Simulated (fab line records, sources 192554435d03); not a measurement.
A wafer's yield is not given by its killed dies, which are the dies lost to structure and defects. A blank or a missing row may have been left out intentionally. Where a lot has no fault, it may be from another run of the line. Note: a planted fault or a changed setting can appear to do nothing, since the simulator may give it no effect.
Lot-split experiment -- flow n5 finfet -- on a route of 1938 steps: 7 lots, 21 wafers read

ABOUT THE SPLIT
At N5_BEOL_M4_ETCH_64 (etches SOC in N2/H2, target depth 75 nm, overetch 22.5 nm, time 121.9 s), the setting bias w was moved away from the recipe's 150 W on 6 of the 21 wafers read, by -17.8% to +16.5%. All remaining wafers had this setting at the recipe value.

The split's own step is where the reading is taken.

THE READING
rf vpp V, in V, at N5_BEOL_M4_ETCH_64 (etches SOC in N2/H2, target depth 75 nm, overetch 22.5 nm, time 121.9 s). Fault-free wafers of this fab line usually give 524.2 V, standard deviation 2.3 V.

wafer,"tool, chamber at the split","bias w as run, W",against the recipe,"rf vpp V, V",against lot-mates on the recipe
L078.2,"rie diel-01, 1",150,recipe,523.8,-
L078.3,"rie diel-01, 0",150,recipe,523.2,-
L078.4,"rie diel-01, 2",161.2,+7.5%,549.1,+25.6
L083.4,"rie diel-05, 1",150,recipe,520.4,-
L083.5,"rie diel-05, 3",150,recipe,525.8,-
L083.6,"rie diel-05, 2",150,recipe,521.6,-
L085.2,"rie diel-05, 2",173.8,+15.9%,572.7,+51.2
L085.3,"rie diel-05, 1",150,recipe,521.1,-
L085.5,"rie diel-05, 2",150,recipe,522.0,-
L089.4,"rie diel-01, 3",150,recipe,523.4,-
L089.5,"rie diel-01, 2",150,recipe,525.4,-
L089.6,"rie diel-01, 3",123.3,-17.8%,462.8,-61.6
L088.1,"rie diel-06, 0",150,recipe,522.8,-
L088.2,"rie diel-06, 1",150,recipe,520.7,-
L088.3,"rie diel-06, 2",174.8,+16.5%,581.2,+59.5
L092.2,"rie diel-06, 3",150,recipe,523.6,-
L092.3,"rie diel-06, 2",150,recipe,528.0,-
L092.6,"rie diel-06, 1",124.1,-17.3%,460.3,-65.5
L095.2,"rie diel-06, 3",127.5,-15.0%,474.0,-49.6
L095.3,"rie diel-06, 0",150,recipe,522.5,-
L095.5,"rie diel-06, 3",150,recipe,524.7,-

THE FIT
A straight line over all 21 wafers: rf vpp V changes by +3.4 V for each +1% of bias w; r = +1.00; the points scatter about the line by 2.3 V.
The same after taking each lot's own level away (the mean of its wafers on the recipe; 21 wafers): +3.49 V for each +1%; r = +1.00; scatter 2.2 V.
That fit puts the effect of the largest move of bias w on the reading at 62 V.
The span of the lots' own levels, 521.55 to 525.80 V, comes to 1.8 times the standard deviation stated above.
Consequently the slope shifts little with the lot-to-lot level, the two slopes agreeing.
Check: -62.6 V against its lot-mates is what the line predicts for one of the wafers moved furthest among these (-17.8%) when that wafer is left out of the fit. It came out at -61.6 V against them.
Tool readings at the split's step, against how far the setting was moved: rf vpp V r = +1.00.

FURTHER SPLITS ON THESE WAFERS
These wafers also went through other splits before the reading. Each is held against what the fit with the lots' levels taken away leaves over:
other split on the same wafers,wafers away from the commonest value,r with rf vpp V (lot level and that fit taken away)
N5_BEOL_M3_COAT_68 spin rpm,5,-0.19

THE WHOLE CHAIN: every reading that the file lists as answering this split, in the file's order
step,what it does,reading,change (the file's fit),r (the file's)
N5_BEOL_M4_ETCH_64,"etches SOC in N2/H2, target depth 75 nm, overetch 22.5 nm, time 121.9 s",rf vpp V,+3.49 V for each +1% of the setting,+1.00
N5_BEOL_M4_ETCH_64,"etches SOC in N2/H2, target depth 75 nm, overetch 22.5 nm, time 121.9 s","SiARC_of_BEOL_M4_COAT_62.thk nm (the simulator's own value, which no gauge read)",-0.083 nm for each +1% of the setting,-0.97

FILE'S OWN FIT
rf vpp V changes by +3.49 V for each +1% of bias w, r = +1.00.
